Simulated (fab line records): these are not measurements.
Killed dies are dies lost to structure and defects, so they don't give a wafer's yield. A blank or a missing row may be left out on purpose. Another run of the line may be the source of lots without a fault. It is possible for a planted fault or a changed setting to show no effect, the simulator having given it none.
Which tool is to blame?    flow nandHarc    12 lots with 36 wafers sampled at 4 steps, on a route of 1302 steps

WHAT EACH GAUGE READ, for each wafer
NHARC_A_SGD_CUT_CD_MEAS_09: target cd 100 nm. Usual: cdNm reads 100.0 nm (standard deviation 0.58).
lot   measured      on        cdNm (nm)          flag
L224  day 19 14:01  cdSem-03  100.7 100.3 100.0  
L226  day 20 01:43  cdSem-03  100.3 100.4 100.4  
L227  day 20 23:02  cdSem-02  99.6 98.6 98.8     
L231  day 22 08:32  cdSem-01  99.3 99.8 99.3     
L233  day 22 19:04  cdSem-03  100.6 99.4 100.4   
L235  day 24 00:49  cdSem-02  99.4 100.0 100.4   
L236  day 24 07:47  cdSem-03  98.9 99.0 100.5    
L237  day 24 09:23  cdSem-02  100.2 100.3 100.4  
L241  day 26 05:01  cdSem-03  69.1 69.6 69.4     OFF
L240  day 26 05:37  cdSem-02  100.0 100.2 99.9   
L246  day 27 17:07  cdSem-01  100.4 99.8 100.9   
L244  day 27 18:05  cdSem-03  75.4 75.1 75.1     OFF

NHARC_A_SGD_CUT_OVL_MEAS_10. Usual: overlayXNm 0.0 nm, standard deviation 0.71; overlayYNm -0.3 nm, standard deviation 0.73.
lot   measured      on          overlayXNm (nm)  overlayYNm (nm)  flag
L224  day 19 14:07  overlay-02  -0.4 -0.6 0.2    0.5 -0.2 0.1     
L226  day 20 01:48  overlay-02  -0.2 0.0 -0.5    -0.7 -0.2 -0.7   
L227  day 20 23:07  overlay-02  -0.3 -0.3 0.2    1.0 0.6 1.0      
L231  day 22 08:37  overlay-02  0.6 0.4 -0.1     -0.2 -0.3 -0.2   
L233  day 22 19:08  overlay-02  0.8 1.4 0.9      -0.3 -0.2 -0.2   
L235  day 24 00:54  overlay-02  0.5 0.8 0.4      0.2 0.1 0.6      
L236  day 24 07:52  overlay-01  0.1 0.2 0.3      -0.6 -0.8 -1.0   
L237  day 24 09:28  overlay-01  0.0 -0.4 0.1     -0.1 0.0 0.3     
L241  day 26 05:06  overlay-01  0.8 0.3 0.0      0.4 0.1 0.8      
L240  day 26 05:43  overlay-01  -0.3 -0.8 -0.4   -1.3 -1.5 -0.9   
L246  day 27 17:13  overlay-02  0.7 0.9 1.0      -0.4 -0.3 -0.2   
L244  day 27 18:10  overlay-02  0.0 0.1 -0.9     -1.0 -1.9 -1.5   

TOOL THAT RAN EACH LOT (tool first, then ch and the chambers of the sampled wafers, then the start)
lot   NHARC_A_STAIRCASE_DEP_471        NHARC_A_SGD_CUT_EXPOSE_06
L224  pecvd-04 ch 1,2, day 19 12:38    arfiScanner-01 ch 0, day 19 13:53
L226  pecvd-02 ch 0,1,2, day 20 00:19  arfiScanner-01 ch 0, day 20 01:35
L227  pecvd-02 ch 0,2, day 20 21:45    arfiScanner-01 ch 0, day 20 22:53
L231  pecvd-04 ch 0,2, day 22 07:15    arfiScanner-01 ch 0, day 22 08:23
L233  pecvd-01 ch 0,2, day 22 17:39    arfiScanner-01 ch 0, day 22 18:55
L235  pecvd-04 ch 0,1,2, day 23 23:26  arfiScanner-02 ch 0, day 24 00:40
L236  pecvd-04 ch 0,1,2, day 24 06:28  arfiScanner-01 ch 0, day 24 07:39
L237  pecvd-01 ch 1,2, day 24 07:48    arfiScanner-02 ch 0, day 24 09:14
L241  pecvd-04 ch 0,1,2, day 26 03:36  arfiScanner-02 ch 0, day 26 04:52
L240  pecvd-04 ch 0,1,2, day 26 04:16  arfiScanner-01 ch 0, day 26 05:29
L246  pecvd-01 ch 0,1, day 27 15:50    arfiScanner-03 ch 0, day 27 16:59
L244  pecvd-01 ch 1,2, day 27 16:40    arfiScanner-02 ch 0, day 27 17:56
- NHARC_A_STAIRCASE_DEP_471: deposits SiO2, target thk 100 nm.
- NHARC_A_SGD_CUT_EXPOSE_06: exposes mask SGD.

AS READ BY THE TOOLS THEMSELVES (means over the sampled wafers that have a number; for cases with no such wafer, the mark the record gives instead)
NHARC_A_STAIRCASE_DEP_471. Usual: heaterPowerW 557 W, standard deviation 120; throttleValvePct 15.9 %, standard deviation 0.59.
lot   tool      heaterPowerW (W)  throttleValvePct (%)  flag
L224  pecvd-04  545               16.4                  
L226  pecvd-02  546               15.4                  
L227  pecvd-02  428               15.7                  
L231  pecvd-04  565               16.4                  
L233  pecvd-01  445               15.4                  
L235  pecvd-04  556               16.4                  
L236  pecvd-04  568               16.5                  
L237  pecvd-01  658               15.4                  
L241  pecvd-04  594               16.4                  
L240  pecvd-04  516               16.3                  
L246  pecvd-01  663               15.5                  
L244  pecvd-01  643               15.7                  

NHARC_A_SGD_CUT_EXPOSE_06. Usual: exposureDoseMJCm2 reads 85.55 (standard deviation 0.12).
lot   tool            exposureDoseMJCm2  flag
L224  arfiScanner-01  85.50              
L226  arfiScanner-01  85.61              
L227  arfiScanner-01  85.59              
L231  arfiScanner-01  85.68              
L233  arfiScanner-01  85.64              
L235  arfiScanner-02  85.31              
L236  arfiScanner-01  85.57              
L237  arfiScanner-02  85.40              
L241  arfiScanner-02  45.86              OFF
L240  arfiScanner-01  85.62              
L246  arfiScanner-03  85.59              
L244  arfiScanner-02  53.79              OFF

THE ANSWER, worked out from the rows above alone
Rule: a lot counts as off when the mean over its wafers that have a number is more than 3 standard deviations away from the usual mean. A lot without any number at a reading at which 4 lots or more have one is off too. Any other lot the step has rows for is counted as sound. Order of review: gauges by route order, followed by the tools' own readings, for which a lot's mean as printed above is used. At the first step where some lot is off, the reading lying furthest off is the one used; lots without a number count as furthest.
Off: L241, L244, at NHARC_A_SGD_CUT_CD_MEAS_09 (cdNm).
A tool fits if, at a process step before that reading, it ran every lot that is off, and no sound lot after the first of them. The gauges at NHARC_A_SGD_CUT_CD_MEAS_09 aren't tried: what is off there is off at NHARC_A_SGD_CUT_EXPOSE_06 too, on other tools, and a gauge's error can't cause that. One fits: NHARC_A_SGD_CUT_EXPOSE_06 on arfiScanner-02. A fault onset in the window from L237 (day 24 09:14, its last sound lot) to L241 (day 26 04:52, its first lot off) fits.
The tool's own readings at NHARC_A_SGD_CUT_EXPOSE_06 bear it out: on the lots that are off they differ by more than 5 times the standard deviation of the sound lots' means. exposureDoseMJCm2 reads 49.83 there against 85.55 on the sound lots.

WHAT THE SIMULATOR HAD INSERTED
Drift in process parameters on arfiScanner-02 at NHARC_A_SGD_CUT_EXPOSE_06, starting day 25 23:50. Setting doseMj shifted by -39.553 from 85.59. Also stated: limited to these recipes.
Shown lots that were struck: L241, L244. Same finding as the rule above.
